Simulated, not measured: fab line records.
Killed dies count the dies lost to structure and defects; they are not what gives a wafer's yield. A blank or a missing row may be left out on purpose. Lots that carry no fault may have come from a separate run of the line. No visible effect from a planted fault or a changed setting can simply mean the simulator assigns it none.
The tool behind it: which one?	flow nand-harc	24 lots, 72 wafers sampled, at 6 steps of a route of 1302

## WHAT THE GAUGES READ, wafer by wafer
The record lacks any reading of a measuring or inspecting step that a usual standard deviation could be used to judge.

## WHAT TOOL EACH LOT RAN ON (gives the tool, then ch and the chambers of the sampled wafers, and finally the start)
lot	NHARC_A_CHANNEL_HOLE_D2_ETCH_39	NHARC_A_CHANNEL_HOLE_D2_XSEM_32	NHARC_A_CHANNEL_FILL_D2_CMP_10	NHARC_A_CHANNEL_FILL_D2_RTA_24	NHARC_A_STAIRCASE_ETCH_19	NHARC_A_STAIRCASE_STRIP_175
L074	rie-diel-01 ch 0,2,3, day 14 02:35 or earlier	xsem-02 ch 0, day 14 02:35	cmp-04 ch 0,2, day 16 07:16	rtp-anneal-01 ch 0, day 16 07:48	rie-diel-03 ch 0,1, day 16 13:50 or earlier	plasma-asher-01 ch 0,1, day 16 13:50
L075	rie-diel-10 ch 0,1,3, day 14 03:41 or earlier	xsem-01 ch 0, day 14 03:41	cmp-04 ch 0,1,3, day 16 04:17	rtp-anneal-01 ch 0, day 16 04:49	rie-diel-06 ch 0,1,2, day 16 10:16 or earlier	plasma-asher-02 ch 0,1, day 16 10:16
L076	rie-diel-10 ch 0,1,3, day 14 06:45 or earlier	xsem-02 ch 0, day 14 06:45	cmp-03 ch 0,1, day 16 04:13	rtp-anneal-02 ch 0, day 16 04:59	rie-diel-06 ch 0,2,3, day 16 10:55 or earlier	plasma-asher-02 ch 0,1, day 16 10:55
L077	rie-diel-01 ch 0,1, day 15 04:44 or earlier	xsem-01 ch 0, day 15 04:44	cmp-04 ch 0,2, day 17 07:26	rtp-anneal-02 ch 0, day 17 08:04	rie-diel-03 ch 2,3, day 17 14:40 or earlier	plasma-asher-01 ch 0,1, day 17 14:40
L078	rie-diel-11 ch 0,1,3, day 15 05:35 or earlier	xsem-02 ch 0, day 15 05:35	cmp-01 ch 0,3, day 17 07:26	rtp-anneal-02 ch 0, day 17 07:55	rie-diel-03 ch 0,1,2, day 17 14:27 or earlier	plasma-asher-02 ch 0,1, day 17 14:27
L079	rie-diel-11 ch 0,2,3, day 15 08:53 or earlier	xsem-01 ch 0, day 15 08:53	cmp-03 ch 0,1,2, day 17 07:26	rtp-anneal-01 ch 0, day 17 08:03	rie-diel-06 ch 0,1,3, day 17 14:20 or earlier	plasma-asher-01 ch 0,1, day 17 14:20
L080	rie-diel-11 ch 0,1,2, day 15 20:45 or earlier	xsem-01 ch 0, day 15 20:45	cmp-01 ch 0,3, day 17 22:20	rtp-anneal-02 ch 0, day 17 22:44	rie-diel-06 ch 0,1,3, day 18 03:53 or earlier	plasma-asher-02 ch 1, day 18 03:53
L082	rie-diel-10 ch 1,2,3, day 16 02:05 or earlier	xsem-02 ch 0, day 16 02:05	cmp-03 ch 2,3, day 18 01:53	rtp-anneal-02 ch 0, day 18 02:18	rie-diel-06 ch 1,3, day 18 09:35 or earlier	plasma-asher-01 ch 0,1, day 18 09:35
L081	rie-diel-01 ch 0,2,3, day 16 02:19 or earlier	xsem-01 ch 0, day 16 02:19	cmp-01 ch 0,2, day 18 01:55	rtp-anneal-01 ch 0, day 18 02:20	rie-diel-03 ch 0,1, day 18 07:50 or earlier	plasma-asher-02 ch 0,1, day 18 07:50
L083	rie-diel-01 ch 1,3, day 17 18:03 or earlier	xsem-01 ch 0, day 17 18:03	cmp-03 ch 0,1,2, day 19 19:22	rtp-anneal-02 ch 0, day 19 19:48	rie-diel-02 ch 0,1,3, day 20 01:17 or earlier	plasma-asher-02 ch 0,1, day 20 01:17
L084	rie-diel-10 ch 1,2, day 17 19:34 or earlier	xsem-02 ch 0, day 17 19:34	cmp-01 ch 0,1, day 19 19:22	rtp-anneal-01 ch 0, day 19 19:46	rie-diel-06 ch 0,2, day 20 00:54 or earlier	plasma-asher-01 ch 0,1, day 20 00:54
L085	rie-diel-10 ch 0,1,2, day 18 06:50 or earlier	xsem-02 ch 0, day 18 06:50	cmp-04 ch 0,1,2, day 20 08:10	rtp-anneal-01 ch 0, day 20 08:34	rie-diel-06 ch 0,1,3, day 20 16:46 or earlier	plasma-asher-01 ch 0,1, day 20 16:46
L086	rie-diel-01 ch 1,2,3, day 18 07:11 or earlier	xsem-01 ch 0, day 18 07:11	cmp-03 ch 0,1,2, day 20 08:10	rtp-anneal-02 ch 0, day 20 08:35	rie-diel-03 ch 0,1,2, day 20 13:44 or earlier	plasma-asher-01 ch 0,1, day 20 13:44
L087	rie-diel-10 ch 0,2, day 19 08:52 or earlier	xsem-02 ch 0, day 19 08:52	cmp-03 ch 1,2,3, day 21 11:18	rtp-anneal-01 ch 0, day 21 11:43	rie-diel-06 ch 1,2, day 21 17:01 or earlier	plasma-asher-02 ch 1, day 21 17:01
L088	rie-diel-01 ch 2,3, day 19 22:55 or earlier	xsem-02 ch 0, day 19 22:55	cmp-01 ch 0,1, day 21 22:28	rtp-anneal-01 ch 0, day 21 22:53	rie-diel-02 ch 2,3, day 22 04:18 or earlier	plasma-asher-01 ch 0,1, day 22 04:18
L089	rie-diel-10 ch 0,3, day 20 00:08 or earlier	xsem-01 ch 0, day 20 00:08	cmp-04 ch 2,3, day 21 22:29	rtp-anneal-02 ch 0, day 21 23:09	rie-diel-03 ch 0,1,2, day 22 04:37 or earlier	plasma-asher-02 ch 0,1, day 22 04:37
L090	rie-diel-11 ch 0,1,3, day 20 22:23 or earlier	xsem-01 ch 0, day 20 22:23	cmp-03 ch 1,2,3, day 22 22:17	rtp-anneal-02 ch 0, day 22 22:43	rie-diel-06 ch 0,2, day 23 04:16 or earlier	plasma-asher-02 ch 0,1, day 23 04:16
L091	rie-diel-10 ch 1,2,3, day 21 01:51 or earlier	xsem-02 ch 0, day 21 01:51	cmp-04 ch 1,2,3, day 23 02:39	rtp-anneal-01 ch 0, day 23 03:05	rie-diel-03 ch 0,1,3, day 23 09:58 or earlier	plasma-asher-01 ch 0,1, day 23 09:58
L092	rie-diel-10 ch 1,2, day 21 02:34 or earlier	xsem-01 ch 0, day 21 02:34	cmp-01 ch 0,2,3, day 23 02:42	rtp-anneal-02 ch 0, day 23 03:08	rie-diel-06 ch 0,1,2, day 23 08:47 or earlier	plasma-asher-02 ch 0,1, day 23 08:47
L093	rie-diel-01 ch 0,1,2, day 21 10:12 or earlier	xsem-02 ch 0, day 21 10:12	cmp-01 ch 0,1, day 23 09:57	rtp-anneal-01 ch 0, day 23 10:29	rie-diel-02 ch 0,1, day 23 15:55 or earlier	plasma-asher-01 ch 0,1, day 23 15:55
L094	rie-diel-01 ch 0,1,2, day 22 07:16 or earlier	xsem-02 ch 0, day 22 07:16	cmp-03 ch 0,1,2, day 24 07:46	rtp-anneal-02 ch 0, day 24 08:10	rie-diel-02 ch 1,2,3, day 24 13:16 or earlier	plasma-asher-02 ch 0,1, day 24 13:16
L096	rie-diel-11 ch 0,1,3, day 22 07:17 or earlier	xsem-01 ch 0, day 22 07:17	cmp-01 ch 0,2,3, day 24 10:35	rtp-anneal-02 ch 0, day 24 11:02	rie-diel-06 ch 0,1,3, day 24 19:33 or earlier	plasma-asher-01 ch 0,1, day 24 19:33
L095	rie-diel-10 ch 2,3, day 22 16:45 or earlier	xsem-02 ch 0, day 22 16:45	cmp-04 ch 0,1,2, day 24 20:46	rtp-anneal-02 ch 0, day 24 21:11	rie-diel-06 ch 1,2,3, day 25 02:41 or earlier	plasma-asher-01 ch 0,1, day 25 02:41
L097	rie-diel-10 ch 0,2,3, day 23 00:53 or earlier	xsem-02 ch 0, day 23 00:53	cmp-04 ch 0,1, day 25 01:47	rtp-anneal-01 ch 0, day 25 02:12	rie-diel-06 ch 1,2,3, day 25 08:32 or earlier	plasma-asher-02 ch 0,1, day 25 08:32
- NHARC_A_CHANNEL_HOLE_D2_ETCH_39: etches the open film in N2/H2, target depth 260 nm, time 325 s.
- NHARC_A_CHANNEL_HOLE_D2_XSEM_32
- NHARC_A_CHANNEL_FILL_D2_CMP_10: polishes, target thk 150 nm.
- NHARC_A_CHANNEL_FILL_D2_RTA_24: time 5 s.
- NHARC_A_STAIRCASE_ETCH_19: etches the open film in C4F8/O2, target depth 100 nm, time 40.5 s.
- NHARC_A_STAIRCASE_STRIP_175: strips in O2.

## WHAT THE TOOLS THEMSELVES READ (means of the sampled wafers that have a number; where no wafer has one, the mark that the record gives instead)
NHARC_A_CHANNEL_HOLE_D2_ETCH_39. Usual: drypump-motor-current-A 5.69 A, standard deviation 0.29; oes-product-au 0.997 a.u., standard deviation 0.012; rf-vpp-V 431.0 V, standard deviation 2.6; showerhead-plenum-p-Torr 2.06 Torr, standard deviation 0.087; throttle-valve-pct 14.172 %, standard deviation 0.0084.
lot	tool	drypump-motor-current-A (A)	oes-product-au (a.u.)	rf-vpp-V (V)	showerhead-plenum-p-Torr (Torr)	throttle-valve-pct (%)	flag
L074	rie-diel-01	5.46	1.005	432.1	2.07	14.169	
L075	rie-diel-10	5.58	0.987	432.5	2.12	14.168	
L076	rie-diel-10	5.62	0.997	432.9	2.12	14.176	
L077	rie-diel-01	5.97	0.993	430.5	2.04	14.175	
L078	rie-diel-11	5.95	1.006	430.7	2.02	14.180	
L079	rie-diel-11	5.83	1.001	429.9	2.03	14.167	
L080	rie-diel-11	6.00	1.005	429.5	2.01	14.169	
L082	rie-diel-10	5.57	0.989	431.5	2.08	14.176	
L081	rie-diel-01	5.48	0.996	430.6	2.06	14.176	
L083	rie-diel-01	5.55	0.982	432.3	2.08	14.177	
L084	rie-diel-10	5.69	0.984	429.9	2.02	14.175	
L085	rie-diel-10	5.70	0.995	432.0	2.07	14.175	
L086	rie-diel-01	5.56	0.997	429.6	2.02	14.168	
L087	rie-diel-10	5.72	0.981	432.1	2.08	14.171	
L088	rie-diel-01	5.28	1.004	430.5	2.02	14.166	
L089	rie-diel-10	5.65	0.986	434.5	2.18	14.171	
L090	rie-diel-11	5.92	1.000	430.7	2.01	14.173	
L091	rie-diel-10	5.59	0.988	431.9	2.07	14.170	
L092	rie-diel-10	5.69	0.992	429.8	2.02	14.167	
L093	rie-diel-01	5.77	1.020	428.9	2.00	14.176	
L094	rie-diel-01	5.78	1.012	429.8	2.00	14.181	
L096	rie-diel-11	5.97	1.005	430.0	2.01	14.173	
L095	rie-diel-10	5.62	0.992	431.3	2.08	14.174	
L097	rie-diel-10	5.60	0.996	432.6	2.13	14.166	

NHARC_A_CHANNEL_HOLE_D2_XSEM_32. Usual: bot-cd-nm 74.9 nm, standard deviation 1.8; bow-nm 8.60 nm, standard deviation 0.26; tilt-deg 0.09 degrees, standard deviation 0.032.
lot	tool	bot-cd-nm (nm)	bow-nm (nm)	tilt-deg (degrees)	flag
L074	xsem-02	77.0	8.81	0.08	
L075	xsem-01	74.3	8.17	0.09	
L076	xsem-02	75.7	8.82	0.16	
L077	xsem-01	75.0	8.49	0.12	
L078	xsem-02	73.0	8.61	0.09	
L079	xsem-01	74.8	8.84	0.03	
L080	xsem-01	74.5	8.38	0.10	
L082	xsem-02	75.7	8.40	0.13	
L081	xsem-01	75.1	8.39	0.06	
L083	xsem-01	74.6	8.86	0.04	
L084	xsem-02	74.8	8.16	0.12	
L085	xsem-02	76.1	8.68	0.07	
L086	xsem-01	75.3	8.78	0.06	
L087	xsem-02	76.3	8.90	0.07	
L088	xsem-02	76.9	8.50	0.07	
L089	xsem-01	74.7	8.79	0.09	
L090	xsem-01	75.4	9.08	0.12	
L091	xsem-02	74.8	8.47	0.09	
L092	xsem-01	73.1	8.39	0.10	
L093	xsem-02	74.0	8.73	0.04	
L094	xsem-02	74.7	8.03	0.13	
L096	xsem-01	74.6	8.75	0.06	
L095	xsem-02	73.7	8.69	0.14	
L097	xsem-02	73.2	8.84	0.09	

NHARC_A_CHANNEL_FILL_D2_CMP_10. Usual: motor-current-A 12.6 A, standard deviation 1.4; time-to-endpoint-s 15 s, standard deviation 3.7.
lot	tool	motor-current-A (A)	time-to-endpoint-s (s)	flag
L074	cmp-04	12.3	15	
L075	cmp-04	12.4	16	
L076	cmp-03	13.5	15	
L077	cmp-04	11.7	14	
L078	cmp-01	12.9	12	
L079	cmp-03	13.6	18	
L080	cmp-01	13.5	17	
L082	cmp-03	11.6	14	
L081	cmp-01	12.1	8	
L083	cmp-03	13.4	17	
L084	cmp-01	11.5	12	
L085	cmp-04	12.1	15	
L086	cmp-03	13.9	14	
L087	cmp-03	12.6	15	
L088	cmp-01	11.6	10	
L089	cmp-04	13.0	15	
L090	cmp-03	12.2	18	
L091	cmp-04	13.2	19	
L092	cmp-01	13.0	10	
L093	cmp-01	11.7	17	
L094	cmp-03	13.4	14	
L096	cmp-01	12.8	10	
L095	cmp-04	12.2	17	
L097	cmp-04	11.9	20	

NHARC_A_CHANNEL_FILL_D2_RTA_24. Usual: lamp-power-pct 29.1 %, standard deviation 1.7; wafer_temp_C_max 1005.6, standard deviation 1.2.
lot	tool	lamp-power-pct (%)	wafer_temp_C_max	flag
L074	rtp-anneal-01	27.3	1003.8	
L075	rtp-anneal-01	27.3	1004.3	
L076	rtp-anneal-02	30.6	1006.9	
L077	rtp-anneal-02	30.7	1006.4	
L078	rtp-anneal-02	30.7	1006.0	
L079	rtp-anneal-01	27.3	1004.5	
L080	rtp-anneal-02	30.7	1005.4	
L082	rtp-anneal-02	30.7	1005.7	
L081	rtp-anneal-01	27.3	1005.0	
L083	rtp-anneal-02	30.7	1005.3	
L084	rtp-anneal-01	27.3	1005.3	
L085	rtp-anneal-01	27.3	1005.9	
L086	rtp-anneal-02	30.7	1006.5	
L087	rtp-anneal-01	27.3	1006.5	
L088	rtp-anneal-01	27.3	1004.6	
L089	rtp-anneal-02	30.7	1006.2	
L090	rtp-anneal-02	30.7	1005.9	
L091	rtp-anneal-01	27.3	1004.6	
L092	rtp-anneal-02	30.7	1006.2	
L093	rtp-anneal-01	27.3	1004.9	
L094	rtp-anneal-02	30.7	1004.8	
L096	rtp-anneal-02	30.7	1006.7	
L095	rtp-anneal-02	30.7	1006.7	
L097	rtp-anneal-01	27.3	1004.3	

NHARC_A_STAIRCASE_ETCH_19. Usual: oes-product-au 0.937 a.u., standard deviation 0.014; rf-vpp-V 897 V, standard deviation 5.6.
lot	tool	oes-product-au (a.u.)	rf-vpp-V (V)	flag
L074	rie-diel-03	0.952	893	
L075	rie-diel-06	0.928	897	
L076	rie-diel-06	0.926	898	
L077	rie-diel-03	0.943	896	
L078	rie-diel-03	0.947	896	
L079	rie-diel-06	0.936	899	
L080	rie-diel-06	0.927	898	
L082	rie-diel-06	0.930	897	
L081	rie-diel-03	0.932	899	
L083	rie-diel-02	0.939	897	
L084	rie-diel-06	0.930	900	
L085	rie-diel-06	0.931	898	
L086	rie-diel-03	0.937	903	
L087	rie-diel-06	0.943	892	
L088	rie-diel-02	0.952	899	
L089	rie-diel-03	0.935	902	
L090	rie-diel-06	0.941	899	
L091	rie-diel-03	0.928	901	
L092	rie-diel-06	0.940	896	
L093	rie-diel-02	0.944	893	
L094	rie-diel-02	0.953	900	
L096	rie-diel-06	0.944	898	
L095	rie-diel-06	0.942	893	
L097	rie-diel-06	0.947	894	

NHARC_A_STAIRCASE_STRIP_175. Usual: drypump-motor-current-A 5.2 A, standard deviation 0.52; heater-power-w 307 W, standard deviation 18; temp-c 250.00 C, standard deviation 0.18.
lot	tool	drypump-motor-current-A (A)	heater-power-w (W)	temp-c (C)	flag
L074	plasma-asher-01	5.4	297	250.17	
L075	plasma-asher-02	5.0	310	250.05	
L076	plasma-asher-02	4.8	320	249.87	
L077	plasma-asher-01	5.8	297	250.08	
L078	plasma-asher-02	5.0	307	249.90	
L079	plasma-asher-01	5.7	303	249.93	
L080	plasma-asher-02	5.1	303	249.62	
L082	plasma-asher-01	5.4	291	249.91	
L081	plasma-asher-02	4.9	307	250.09	
L083	plasma-asher-02	5.0	313	249.94	
L084	plasma-asher-01	5.4	292	249.97	
L085	plasma-asher-01	5.4	293	250.07	
L086	plasma-asher-01	5.8	292	250.10	
L087	plasma-asher-02	5.0	301	250.21	
L088	plasma-asher-01	5.4	294	250.05	
L089	plasma-asher-02	4.8	328	249.87	
L090	plasma-asher-02	5.0	313	249.94	
L091	plasma-asher-01	5.8	302	249.97	
L092	plasma-asher-02	4.9	313	250.04	
L093	plasma-asher-01	5.4	302	249.98	
L094	plasma-asher-02	4.9	316	249.84	
L096	plasma-asher-01	5.8	302	250.25	
L095	plasma-asher-01	5.8	296	250.14	
L097	plasma-asher-02	4.9	317	250.07	

## THE ANSWER, worked out from the rows above alone
Rule: a lot counts as off when the mean over its wafers that have a number is more than 3 standard deviations away from the usual mean. Also off: a lot with no number at a reading for which 4 or more lots have one. The other lots that the step has rows for count as sound. Order of review: gauges by route order, followed by the tools' own readings, for which a lot's mean as printed above is used. The first step at which some lot is off is used, and at that step the reading that is off furthest; a lot without a number counts as furthest.
No lot is off on any of the readings shown, so nothing can be concluded from this.

## WHAT THE SIMULATOR HAD PUT IN
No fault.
